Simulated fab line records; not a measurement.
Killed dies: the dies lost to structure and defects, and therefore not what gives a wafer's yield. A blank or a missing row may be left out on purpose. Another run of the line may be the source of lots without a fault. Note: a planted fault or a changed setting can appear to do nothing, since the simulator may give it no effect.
fab line records	flow n5Finfet	part 1 of 2: steps 1 to 4 of 6
[record] lots = 23	wafers = 69	lastDay = 18
route steps=1938 shown HKMG_FIN@406 GATE_CUT@488
lots untouched by any fault: they come from a run of this same line in which no faults occurred
startH: the number of hours between the record's first day and the start of the first shown wafer of the lot	waitH: how many hours have passed since the lot's step before this one	" as in the row above	L1.1+2: a row that stands for several wafers	- no value, or no start given	* or withheld: withheld	< > ~ a bound
route shown NAME@n: a module of which the file shows steps, and the number in the route of the first	usual: the fault-free wafers' mean and standard deviation	same: alike in all rows	chamber/n: place in a boat	sites: readings site by site	_std_site: their standard deviation	_edge_site: outer sites' mean less inner sites'	radiusMm: for every site, how far away it sits from the centre of the wafer	mask NAME#n: copy n	behind: tool/chamber where the wafer was last shaped	hold: why the lot was held/for how many hours/how that ended	device: transistor that didn't switch, given as n, p or np	end of line: tests of these same wafers at the route's end	a step without rows: its recipe alone	killed: not the wafer's yield, but the dies lost to structure and defects at the first sort	map: a wafer's dies, x killed, . not, _ none there
set.NAME: the run value of the setting; set.NAME@STEP: its run value at that earlier step	model.NAME: the simulator's own value behind a step, which no gauge read
steps of the route over a sample of lots; a table a step, a row a wafer
services: the hour from which a tool's chamber was out of use, counted from the record's first day as startH (under 0 if before that day), plus the number of hours and why
[[steps]]
[step N5_HKMG_FIN_ETCH_58]
[recipe] chemistry = N2/H2	target = SOC	targetDepthA = 2158	ionEnergyEv = 50	biasW = 13	timeS = 741	pressureMtorr = 30	sourceW = 875	n2FlowSccm = 200	h2FlowSccm = 200
[usual] drypumpMotorCurrentA = 5.8/0.44	oesProductAu = 0.78/0.065	rfFwdPowerW = 874.2/3	rfVppV = 99.2/0.95	showerheadPlenumPTorr = 2.56/0.053	throttleValvePct = 17.81/0.18
lot.wafer	tool	chamber	startH	waitH	drypumpMotorCurrentA	oesProductAu	rfFwdPowerW	rfHoursCounterH	rfVppV	showerheadPlenumPTorr	throttleValvePct
L074.1	rieDiel-01	2	75.89	0.0	5.6	0.80	870.8	71	99.1	2.48	17.96
L074.3	"	1	"	"	6.2	0.90	878.9	39	98.8	2.60	17.93
L074.4	"	0	"	"	5.9	0.75	874.8	133	98.2	2.45	17.73
L075.2	rieDiel-04	1	78.52	0.0	5.6	0.87	871.4	47	98.6	2.59	17.89
L075.5	"	0	"	"	5.3	0.74	871.1	-	97.5	2.54	17.75
L075.6	"	3	"	"	5.6	0.71	874.2	-	96.3	2.60	17.89
L076.1	rieDiel-04	2	83.15	0.0	6.0	0.83	878.9	61	98.4	2.58	17.48
L076.2	"	3	"	"	5.6	0.72	872.7	220	99.0	2.60	17.92
L076.4	"	0	"	"	5.3	0.75	875.5	170	98.8	2.54	17.75
L077.1	rieDiel-01	0	90.32	0.0	5.9	0.75	871.5	138	99.1	2.45	17.73
L077.4	"	2	"	"	5.6	0.80	878.3	75	99.6	2.48	17.94
L077.5	"	3	"	"	6.7	0.71	879.3	-	99.3	2.61	17.88
L078.3	rieDiel-04	0	96.38	0.0	5.3	0.74	874.2	174	100.3	2.54	17.74
L078.4	"	3	"	"	5.6	0.71	872.0	225	99.1	2.60	17.94
L078.5	"	0	"	"	5.3	0.74	873.0	-	99.5	2.54	17.74
L079.1	rieDiel-02	2	101.06	0.0	6.6	0.77	872.2	147	100.4	2.65	18.11
L079.3	"	1	"	"	5.8	0.80	877.0	130	98.0	2.53	17.71
L079.4	"	1	"	"	5.8	0.80	876.1	-	99.6	2.53	17.71
L080.2	rieDiel-02	0	110.72	0.0	6.2	0.97	868.0	1	98.1	2.61	17.55
L080.5	"	0	"	"	6.2	0.97	873.9	-	99.4	2.61	17.55
L080.6	"	1	"	"	5.8	0.79	875.9	-	98.4	2.53	17.71
L081.1	rieDiel-01	0	114.75	0.0	5.9	0.75	878.1	146	97.9	2.44	17.76
L081.3	"	3	"	"	6.6	0.72	871.5	206	100.5	2.61	17.90
L081.4	"	2	"	"	5.6	0.80	874.2	83	97.5	2.47	17.96
L082.2	rieDiel-04	2	120.94	0.0	6.0	0.82	877.3	74	97.1	2.57	17.48
L082.4	"	0	"	"	5.3	0.73	871.2	183	97.9	2.54	17.77
L082.5	"	3	"	"	5.6	0.70	873.4	-	100.4	2.60	17.93
L083.1	rieDiel-01	2	129.28	0.0	5.6	0.78	877.0	89	99.2	2.47	17.99
L083.4	"	0	"	"	5.9	0.74	876.4	151	99.3	2.44	17.75
L083.5	"	1	"	"	6.2	0.88	874.7	-	99.5	2.59	17.96
L084.1	rieDiel-04	2	134.46	0.0	6.0	0.80	878.3	79	99.7	2.57	17.50
L084.5	"	1	"	"	5.6	0.85	879.3	-	97.9	2.58	17.93
L084.6	"	2	"	"	6.0	0.80	873.5	-	97.7	2.57	17.50
L085.2	rieDiel-04	3	143.16	0.0	5.6	0.70	875.1	240	98.7	2.59	17.96
L085.3	"	0	"	"	5.3	0.72	877.1	192	99.1	2.53	17.78
L085.4	"	2	"	"	6.0	0.80	873.6	82	100.7	2.57	17.50
L086.1	rieDiel-04	0	146.62	0.0	5.3	0.72	874.9	193	98.5	2.53	17.79
L086.3	"	2	"	"	6.0	0.80	875.6	84	100.0	2.57	17.51
L086.5	"	1	"	"	5.6	0.84	879.9	-	99.0	2.58	17.94
L087.1	rieDiel-01	2	153.31	0.0	5.6	0.77	875.3	97	97.9	2.47	17.99
L087.5	"	0	"	"	5.9	0.73	866.4	-	99.7	2.44	17.77
L087.6	"	3	"	"	6.7	0.70	872.7	-	98.7	2.60	17.94
L088.1	rieDiel-01	0	155.93	0.0	5.9	0.73	877.1	162	98.8	2.44	17.76
L088.2	"	2	"	"	5.6	0.77	869.9	98	99.6	2.47	17.99
L088.5	"	1	"	"	6.2	0.86	878.0	-	99.9	2.59	17.98
L089.1	rieDiel-02	0	162.67	0.0	6.2	0.90	879.6	18	98.9	2.60	17.56
L089.4	"	2	"	"	6.6	0.75	875.4	169	99.1	2.64	18.14
L089.5	"	2	"	"	6.6	0.75	875.2	-	101.2	2.64	18.17
L090.2	rieDiel-02	3	168.94	0.0	5.2	0.71	878.5	191	100.1	2.52	17.59
L090.3	"	2	"	"	6.6	0.76	870.4	170	99.5	2.64	18.13
L090.5	"	3	"	"	5.2	0.71	873.9	-	99.7	2.52	17.58
L093.3	rieDiel-04	1	189.82	0.0	5.6	0.82	874.4	90	97.3	2.57	17.97
L093.5	"	1	"	"	5.6	0.82	876.5	-	100.8	2.57	17.97
L093.6	"	2	"	"	5.9	0.78	871.3	-	99.0	2.56	17.54
L094.2	rieDiel-01	3	191.81	0.0	6.7	0.70	872.4	236	99.7	2.60	17.94
L094.3	"	0	"	"	6.0	0.72	870.5	176	98.2	2.43	17.81
L094.5	"	3	"	"	6.7	0.69	879.0	-	99.3	2.60	17.93
L095.1	rieDiel-04	1	197.97	0.0	5.6	0.82	874.3	95	98.9	2.57	17.98
L095.4	"	1	"	"	5.5	0.81	871.5	-	98.4	2.57	17.98
L095.6	"	2	"	"	6.0	0.78	871.8	-	99.6	2.56	17.55
L096.2	rieDiel-02	0	206.50	0.0	6.2	0.88	870.6	30	100.7	2.59	17.60
L096.4	"	3	"	"	5.3	0.70	871.5	201	99.2	2.51	17.60
L096.5	"	1	"	"	5.9	0.78	874.3	-	99.1	2.52	17.76
L097.3	rieDiel-02	1	210.71	0.0	5.8	0.78	873.5	161	100.6	2.52	17.75
L097.5	"	0	"	"	6.2	0.87	868.7	-	100.0	2.59	17.61
L097.6	"	1	"	"	5.8	0.78	870.5	-	100.5	2.52	17.78
L091.3	rieDiel-04	2	213.23	0.0	6.0	0.77	875.3	113	98.9	2.56	17.54
L091.4	"	0	"	"	5.3	0.70	873.6	215	98.9	2.52	17.81
L091.5	"	1	"	"	5.5	0.81	875.4	-	99.5	2.57	17.97
[step N5_HKMG_FIN_STRIP_60]
[recipe] chemistry = N2/H2	powerW = 2500	tempC = 300	h2Frac = 0.65	timeS = 360	pressureMtorr = withheld	n2FlowSccm = 1750	h2FlowSccm = 3250
[usual] drypumpMotorCurrentA = 5.34/0.27	heaterPowerW = 495/21
lot.wafer	tool	chamber	startH	waitH	drypumpMotorCurrentA	heaterPowerW	rfHoursCounterH
L074.1	plasmaAsher-01	1	76.47	0.0	5.68	518	35
L074.3	"	0	"	"	5.46	468	-
L074.4	"	1	"	"	5.66	490	-
L075.2	plasmaAsher-01	0	79.10	0.0	5.48	465	36
L075.5	"	0	"	"	5.47	471	-
L075.6	"	1	"	"	5.69	502	-
L076.1	plasmaAsher-02	1	83.88	0.2	5.14	512	80
L076.2	"	0	"	"	4.98	486	80
L076.4	"	1	"	"	5.15	534	-
L077.1	plasmaAsher-02	1	90.94	0.0	5.18	518	82
L077.4	"	1	"	"	5.16	516	-
L077.5	"	1	"	"	5.15	528	-
L078.3	plasmaAsher-01	1	97.07	0.1	5.65	508	-
L078.4	"	0	"	"	5.48	477	-
L078.5	"	1	"	"	5.63	502	-
L079.1	plasmaAsher-01	0	101.63	0.0	5.46	465	41
L079.3	"	0	"	"	5.46	471	-
L079.4	"	1	"	"	5.69	498	-
L080.2	plasmaAsher-01	1	111.30	0.0	5.68	501	45
L080.5	"	0	"	"	5.46	469	-
L080.6	"	1	"	"	5.65	503	-
L081.1	plasmaAsher-01	0	115.33	0.0	5.46	464	46
L081.3	"	0	"	"	5.47	473	-
L081.4	"	1	"	"	5.69	521	-
L082.2	plasmaAsher-01	0	121.52	0.0	5.48	463	48
L082.4	"	0	"	"	5.47	477	-
L082.5	"	0	"	"	5.47	475	-
L083.1	plasmaAsher-02	0	129.85	0.0	4.95	484	85
L083.4	"	0	"	"	4.97	486	-
L083.5	"	0	"	"	4.96	481	-
L084.1	plasmaAsher-02	1	135.04	0.0	5.16	513	87
L084.5	"	0	"	"	4.97	491	-
L084.6	"	1	"	"	5.16	531	-
L085.2	plasmaAsher-01	1	143.74	0.0	5.64	504	51
L085.3	"	1	"	"	5.68	523	-
L085.4	"	0	"	"	5.48	457	-
L086.1	plasmaAsher-02	1	147.19	0.0	5.16	510	89
L086.3	"	1	"	"	5.15	511	-
L086.5	"	0	"	"	4.97	481	-
L087.1	plasmaAsher-02	1	153.89	0.0	5.16	499	91
L087.5	"	0	"	"	4.96	498	-
L087.6	"	1	"	"	5.14	508	-
L088.1	plasmaAsher-01	1	156.51	0.0	5.65	497	53
L088.2	"	0	"	"	5.47	465	53
L088.5	"	0	"	"	5.48	480	-
L089.1	plasmaAsher-02	0	163.25	0.0	4.97	493	93
L089.4	"	0	"	"	4.96	486	-
L089.5	"	1	"	"	5.16	514	-
L090.2	plasmaAsher-01	1	169.52	0.0	5.71	493	56
L090.3	"	0	"	"	5.47	459	-
L090.5	"	1	"	"	5.70	495	-
L093.3	plasmaAsher-02	1	190.51	0.1	5.15	526	-
L093.5	"	0	"	"	4.95	478	-
L093.6	"	1	"	"	5.15	512	-
L094.2	plasmaAsher-02	1	192.39	0.0	5.14	508	98
L094.3	"	1	"	"	5.15	520	-
L094.5	"	0	"	"	4.97	489	-
L095.1	plasmaAsher-01	1	198.79	0.0	5.70	506	61
L095.4	"	0	"	"	5.48	466	-
L095.6	"	0	"	"	5.48	474	-
L096.2	plasmaAsher-02	0	207.08	0.0	4.95	501	101
L096.4	"	1	"	"	5.15	522	-
L096.5	"	1	"	"	5.14	514	-
L097.3	plasmaAsher-02	1	211.41	0.1	5.15	523	-
L097.5	"	1	"	"	5.15	518	-
L097.6	"	0	"	"	4.96	492	-
L091.3	plasmaAsher-01	1	213.92	0.1	5.68	515	-
L091.4	"	0	"	"	5.47	465	-
L091.5	"	0	"	"	5.46	468	-
[step N5_HKMG_FIN_CD_MEAS_12]
[recipe] targetCdNm = 92.8	landingEnergyEv = 500	detector = seInlens
[usual] cdNm = 93.0/0.62
lot.wafer	tool	chamber	startH	waitH	cdNm
L074.1	cdSem-03	0	78.87	-	92.1
L074.3	"	0	"	"	91.9
L074.4	"	0	"	"	92.8
L075.2	cdSem-01	0	81.50	-	93.7
L075.5	"	0	"	"	94.1
L075.6	"	0	"	"	93.2
L076.1	cdSem-03	0	86.40	-	93.4
L076.2	"	0	"	"	92.8
L076.4	"	0	"	"	93.3
L077.1	cdSem-03	0	93.59	-	93.4
L077.4	"	0	"	"	93.5
L077.5	"	0	"	"	92.7
L078.3	cdSem-01	0	99.46	-	91.5
L078.4	"	0	"	"	91.7
L078.5	"	0	"	"	91.6
L079.1	cdSem-02	0	104.09	-	92.6
L079.3	"	0	"	"	93.7
L079.4	"	0	"	"	93.9
L080.2	cdSem-03	0	113.70	-	93.5
L080.5	"	0	"	"	94.2
L080.6	"	0	"	"	93.8
L081.1	cdSem-01	0	117.73	-	92.6
L081.3	"	0	"	"	93.1
L081.4	"	0	"	"	93.0
L082.2	cdSem-01	0	123.88	-	92.6
L082.4	"	0	"	"	92.4
L082.5	"	0	"	"	92.3
L083.1	cdSem-01	0	132.17	-	92.8
L083.4	"	0	"	"	92.4
L083.5	"	0	"	"	93.0
L084.1	cdSem-01	0	137.60	-	93.0
L084.5	"	0	"	"	92.3
L084.6	"	0	"	"	93.2
L085.2	cdSem-02	0	146.15	-	93.4
L085.3	"	0	"	"	93.2
L085.4	"	0	"	"	92.5
L086.1	cdSem-02	0	149.83	-	93.1
L086.3	"	0	"	"	92.6
L086.5	"	0	"	"	92.8
L087.1	cdSem-01	0	156.34	-	92.4
L087.5	"	0	"	"	92.6
L087.6	"	0	"	"	92.7
L088.1	cdSem-01	0	158.96	-	93.5
L088.2	"	0	"	"	93.3
L088.5	"	0	"	"	92.5
L089.1	cdSem-02	0	165.83	-	92.3
L089.4	"	0	"	"	92.2
L089.5	"	0	"	"	93.2
L090.2	cdSem-03	0	171.92	-	92.2
L090.3	"	0	"	"	92.7
L090.5	"	0	"	"	93.0
L093.3	cdSem-03	0	192.67	-	93.7
L093.5	"	0	"	"	93.5
L093.6	"	0	"	"	94.1
L094.2	cdSem-01	0	194.67	-	92.3
L094.3	"	0	"	"	92.0
L094.5	"	0	"	"	92.6
L095.1	cdSem-03	0	201.20	-	93.1
L095.4	"	0	"	"	93.8
L095.6	"	0	"	"	93.7
L096.2	cdSem-02	0	209.52	-	93.1
L096.4	"	0	"	"	93.5
L096.5	"	0	"	"	92.5
L097.3	cdSem-02	0	213.71	-	93.1
L097.5	"	0	"	"	92.5
L097.6	"	0	"	"	92.5
L091.3	cdSem-03	0	216.22	-	92.3
L091.4	"	0	"	"	93.6
L091.5	"	0	"	"	93.7
[step N5_HKMG_FIN_ETCHBACK_68]
[recipe] chemistry = Cl2/Ar	stopOn = HfO2	targetDepthA = 5	pressureMtorr = 10	icpW = 600	biasW = 60	Cl2_flow_sccm = 40	Ar_flow_sccm = 60
[usual] drypumpMotorCurrentA = 5.7/0.47	oes_ar_750_au = 0.72/0.064	oesProductAu = 0.71/0.065	rfFwdPowerW = 596.6/1.9	throttleValvePct = 20.6/0.33
lot.wafer	tool	chamber	startH	waitH	drypumpMotorCurrentA	oes_ar_750_au	oesProductAu	rfFwdPowerW	rfHoursCounterH	throttleValvePct
L074.1	rieMetal-01	1	81.92	0.0	5.7	0.77	0.77	595.5	33	20.3
L074.3	"	1	"	"	5.7	0.77	0.78	593.2	-	20.3
L074.4	"	1	"	"	5.7	0.78	0.77	595.6	-	20.3
L075.2	rieMetal-02	1	84.56	0.0	6.5	0.72	0.69	596.9	89	20.6
L075.5	"	0	"	"	5.2	0.70	0.70	597.1	-	20.6
L075.6	"	1	"	"	6.5	0.72	0.70	593.4	-	20.6
L076.1	rieMetal-02	0	89.10	0.0	5.1	0.70	0.69	595.8	73	20.6
L076.2	"	1	"	"	6.5	0.72	0.69	600.1	89	20.6
L076.4	"	0	"	"	5.2	0.70	0.63	595.8	-	20.7
L077.1	rieMetal-02	1	96.32	0.0	6.5	0.72	0.68	597.9	90	20.6
L077.4	"	0	"	"	5.1	0.70	0.70	597.9	-	20.6
L077.5	"	1	"	"	6.5	0.72	0.69	597.3	-	20.6
L078.3	rieMetal-01	1	102.39	0.1	5.7	0.76	0.77	599.2	-	20.3
L078.4	"	1	"	"	5.7	0.76	0.77	597.6	-	20.3
L078.5	"	1	"	"	5.7	0.76	0.77	595.1	-	20.3
L079.1	rieMetal-01	1	106.79	0.0	5.7	0.76	0.77	598.0	37	20.3
L079.3	"	1	"	"	5.7	0.76	0.76	600.5	-	20.3
L079.4	"	1	"	"	5.7	0.76	0.74	600.3	-	20.4
L080.2	rieMetal-01	1	116.49	0.1	5.7	0.76	0.76	596.7	-	20.3
L080.5	"	1	"	"	5.7	0.76	0.76	596.0	-	20.3
L080.6	"	1	"	"	5.7	0.76	0.76	595.0	-	20.4
L081.1	rieMetal-02	1	120.43	0.0	6.5	0.72	0.68	597.2	92	20.6
L081.3	"	1	"	"	6.5	0.72	0.68	597.4	-	20.6
L081.4	"	0	"	"	5.2	0.69	0.70	597.5	-	20.6
L082.2	rieMetal-03	0	126.66	0.0	5.7	0.60	0.61	595.0	111	21.1
L082.4	"	1	"	"	4.9	0.84	0.84	595.7	-	20.7
L082.5	"	0	"	"	5.7	0.61	0.60	598.8	-	21.1
L083.1	rieMetal-01	1	134.92	0.0	5.7	0.75	0.75	596.6	42	20.3
L083.4	"	1	"	"	5.7	0.74	0.75	595.2	-	20.3
L083.5	"	1	"	"	5.7	0.75	0.75	593.8	-	20.3
L084.1	rieMetal-02	0	140.61	0.0	5.2	0.69	0.69	595.8	79	20.6
L084.5	"	0	"	"	5.2	0.69	0.68	594.9	-	20.6
L084.6	"	1	"	"	6.5	0.71	0.68	598.2	-	20.6
L085.2	rieMetal-01	1	149.08	0.1	5.7	0.74	0.76	596.1	-	20.3
L085.3	"	1	"	"	5.7	0.74	0.74	596.7	-	20.3
L085.4	"	1	"	"	5.7	0.74	0.75	597.4	-	20.3
L086.1	rieMetal-03	0	152.66	0.0	5.7	0.60	0.61	598.9	113	21.1
L086.3	"	1	"	"	4.9	0.83	0.83	598.0	-	20.7
L086.5	"	0	"	"	5.7	0.60	0.61	598.6	-	21.1
L087.1	rieMetal-02	1	159.18	0.0	6.5	0.71	0.68	598.5	97	20.6
L087.5	"	0	"	"	5.2	0.69	0.69	595.8	-	20.6
L087.6	"	1	"	"	6.5	0.71	0.68	599.5	-	20.6
L088.1	rieMetal-01	1	161.72	0.0	5.7	0.75	0.74	597.9	45	20.3
L088.2	"	0	"	"	5.7	0.67	0.68	593.7	77	21.4
L088.5	"	1	"	"	5.7	0.74	0.75	597.1	-	20.4
L089.1	rieMetal-02	1	168.54	0.0	6.4	0.71	0.63	596.8	98	20.6
L089.4	"	1	"	"	6.4	0.71	0.67	596.1	-	20.6
L089.5	"	1	"	"	6.5	0.70	0.63	593.9	-	20.7
L090.2	rieMetal-03	0	174.73	0.0	5.7	0.59	0.60	601.2	116	21.1
L090.3	"	0	"	"	5.8	0.59	0.60	599.8	-	21.1
L090.5	"	0	"	"	5.7	0.60	0.60	598.5	-	21.1
L093.3	rieMetal-03	0	195.62	0.1	5.8	0.59	0.60	598.1	-	21.1
L093.5	"	1	"	"	4.9	0.82	0.81	595.2	-	20.7
L093.6	"	0	"	"	5.7	0.59	0.59	596.9	-	21.1
L094.2	rieMetal-03	0	197.79	0.0	5.7	0.59	0.60	598.9	117	21.1
L094.3	"	1	"	"	4.9	0.82	0.81	597.9	-	20.7
L094.5	"	0	"	"	5.7	0.59	0.60	598.2	-	21.1
L095.1	rieMetal-01	0	203.90	0.0	5.7	0.66	0.67	596.8	80	21.4
L095.4	"	0	"	"	5.7	0.66	0.67	594.1	-	21.4
L095.6	"	0	"	"	5.7	0.66	0.68	596.2	-	21.4
L096.2	rieMetal-02	0	212.41	0.0	5.2	0.68	0.67	595.2	87	20.6
L096.4	"	1	"	"	6.5	0.71	0.67	599.1	-	20.6
L096.5	"	0	"	"	5.1	0.67	0.68	593.8	-	20.6
L097.3	rieMetal-01	1	216.89	0.1	5.7	0.73	0.73	599.6	-	20.4
L097.5	"	0	"	"	5.7	0.66	0.67	593.8	-	21.4
L097.6	"	1	"	"	5.7	0.73	0.68	598.1	-	20.4
L091.3	rieMetal-01	0	219.01	0.1	5.7	0.66	0.67	594.9	-	21.4
L091.4	"	1	"	"	5.7	0.72	0.73	596.6	-	20.4
L091.5	"	1	"	"	5.7	0.73	0.73	595.3	-	20.4
